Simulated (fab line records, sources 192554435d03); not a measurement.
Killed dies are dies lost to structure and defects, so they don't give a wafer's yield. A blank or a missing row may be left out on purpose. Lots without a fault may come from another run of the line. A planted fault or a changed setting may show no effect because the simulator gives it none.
Chamber matching | flow n5_finfet | N5_SDB_DESCUM_16 on rie_diel-05: 4 sister chambers
The step chemistry O2, time 7.9 s. 4 wafers are shown with their chamber, then 12 later ones without.

WAFERS WITH THEIR CHAMBER
wafer  | chamber | drypump_motor_current_A (A)
L084.2 | 0       | 6.0
L084.6 | 3       | 4.9
L085.5 | 1       | 6.4
L085.6 | 2       | 6.6

WAFERS WITHOUT THEIR CHAMBER
wafer  | drypump_motor_current_A (A)
L092.1 | 4.9
L092.2 | 6.6
L092.3 | 6.0
L093.3 | 6.0
L093.4 | 6.6
L093.6 | 4.9
L096.1 | 6.0
L096.2 | 6.6
L096.3 | 4.9
L096.4 | 6.3
L096.5 | 6.5
L096.6 | 4.9

WHICH CHAMBER EACH WENT THROUGH
wafer  | from the rows above     | in truth
L092.1 | 3                       | 3
L092.2 | 2                       | 2
L092.3 | 0                       | 0
L093.3 | 0                       | 0
L093.4 | 2                       | 2
L093.6 | 3                       | 3
L096.1 | 0                       | 0
L096.2 | 2                       | 2
L096.3 | 3                       | 3
L096.4 | 1                       | 1
L096.5 | can't be placed: 1 or 2 | 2
L096.6 | 3                       | 3
Placed correctly: 11 of 12. Can't be placed from these rows: 1 (the true chamber is among the candidates in 1). Placed wrongly: 0.
How it was worked out, from the rows above alone: a wafer's distance from a chamber is the root of the sum, over the readings, of the square of ((its reading less the chamber's mean) divided by the reading's scatter). The wafer belongs to the nearest chamber; if the next one is less than 2 further off, it can't be placed. A chamber's mean is the mean of its shown wafers. The scatter: with one shown wafer a chamber, the root of the mean of the squares of how far each hidden wafer lies from its nearest shown one.
